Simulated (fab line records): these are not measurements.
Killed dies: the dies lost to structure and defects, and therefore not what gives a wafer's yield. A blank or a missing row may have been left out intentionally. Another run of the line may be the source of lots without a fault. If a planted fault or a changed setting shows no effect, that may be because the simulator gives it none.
Split-lot study + flow n5-finfet + on a route of 1938 steps: 7 lots, 21 wafers read

== THE SPLIT ITSELF ==
At N5_MOL_CONTACT_COAG_ETCH_15 (etches SiNx in CH3F/O2, stops on Si:P, target depth 7 nm), the setting source-w was moved away from the recipe's 395 W on 3 of the 21 wafers read, by -8.9% to -4.6%. For the rest of the wafers, this setting stayed at what the recipe calls for.

The split's own step is where the reading is taken.

== THE READING ==
rf-vpp-V, in V, at N5_MOL_CONTACT_COAG_ETCH_15 (etches SiNx in CH3F/O2, stops on Si:P, target depth 7 nm). Typical for fault-free wafers on this fab line: 295.5 V, with standard deviation 2.3 V.

| wafer  | tool, chamber at the split | source-w as run, W | against the recipe | rf-vpp-V, V | against lot-mates on the recipe |
|--------|----------------------------|--------------------|--------------------|-------------|---------------------------------|
| L074.1 | rie-diel-03, 2             | 395                | recipe             | 297.5       | -                               |
| L074.4 | rie-diel-03, 3             | 359.7              | -8.9%              | 309.1       | +11.6                           |
| L074.5 | rie-diel-03, 2             | 395                | recipe             | 297.6       | -                               |
| L084.1 | rie-diel-01, 0             | 395                | recipe             | 299.0       | -                               |
| L084.2 | rie-diel-01, 2             | 395                | recipe             | 299.0       | -                               |
| L084.5 | rie-diel-01, 3             | 395                | recipe             | 298.7       | -                               |
| L086.2 | rie-diel-05, 0             | 395                | recipe             | 295.7       | -                               |
| L086.5 | rie-diel-05, 0             | 395                | recipe             | 296.1       | -                               |
| L086.6 | rie-diel-05, 1             | 395                | recipe             | 293.5       | -                               |
| L087.3 | rie-diel-05, 1             | 395                | recipe             | 293.7       | -                               |
| L087.5 | rie-diel-05, 0             | 376.9              | -4.6%              | 302.9       | +9.2                            |
| L087.6 | rie-diel-05, 1             | 376.9              | -4.6%              | 303.1       | +9.4                            |
| L089.2 | rie-diel-01, 1             | 395                | recipe             | 295.8       | -                               |
| L089.4 | rie-diel-01, 3             | 395                | recipe             | 297.5       | -                               |
| L089.6 | rie-diel-01, 1             | 395                | recipe             | 294.9       | -                               |
| L093.1 | rie-diel-05, 0             | 395                | recipe             | 295.5       | -                               |
| L093.2 | rie-diel-05, 2             | 395                | recipe             | 293.0       | -                               |
| L093.4 | rie-diel-05, 3             | 395                | recipe             | 293.4       | -                               |
| L094.3 | rie-diel-03, 1             | 395                | recipe             | 298.4       | -                               |
| L094.4 | rie-diel-03, 3             | 395                | recipe             | 295.2       | -                               |
| L094.5 | rie-diel-03, 2             | 395                | recipe             | 298.5       | -                               |

THE FIT
A straight line over all 21 wafers: rf-vpp-V changes by -1.45 V for each +1% of source-w; r = -0.87; the points scatter about the line by 2 V.
The same after taking each lot's own level away (the mean of its wafers on the recipe; 21 wafers): -1.53 V for each +1%; r = -0.94; scatter 1.3 V.
The reading moves by 14 V for the largest change in source-w, on that fit.
The span of the lots' own levels, 293.70 to 298.90 V, comes to 2.3 times the standard deviation stated above.
The two slopes are in agreement: the lot-to-lot level therefore moves the slope only a little.
Check: with one of the wafers moved furthest among these (-8.9%) left out of the fit, the line predicts +18.1 V for it against its lot-mates. Against them it came out at +11.6 V.
Tool readings at the split's step, against how far the setting was moved: rf-vpp-V r = -0.87.

== OTHER SPLITS ON THESE WAFERS ==
Note: prior to the reading, these wafers also went through further splits. Each is held against what the fit with the lots' levels taken away leaves over:
| other split on the same wafers | wafers away from the commonest value | r with rf-vpp-V (lot level and that fit taken away) |
|--------------------------------|--------------------------------------|-----------------------------------------------------|
| N5_SDB_COAT_05 spin-rpm        | 7                                    | -0.11                                               |
| N5_HKMG_FIN_EXPOSE_09 dose-mj  | 8                                    | +0.00                                               |

== THE FILE'S OWN FIT ==
rf-vpp-V changes by -1.45 V for each +1% of source-w, r = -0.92.
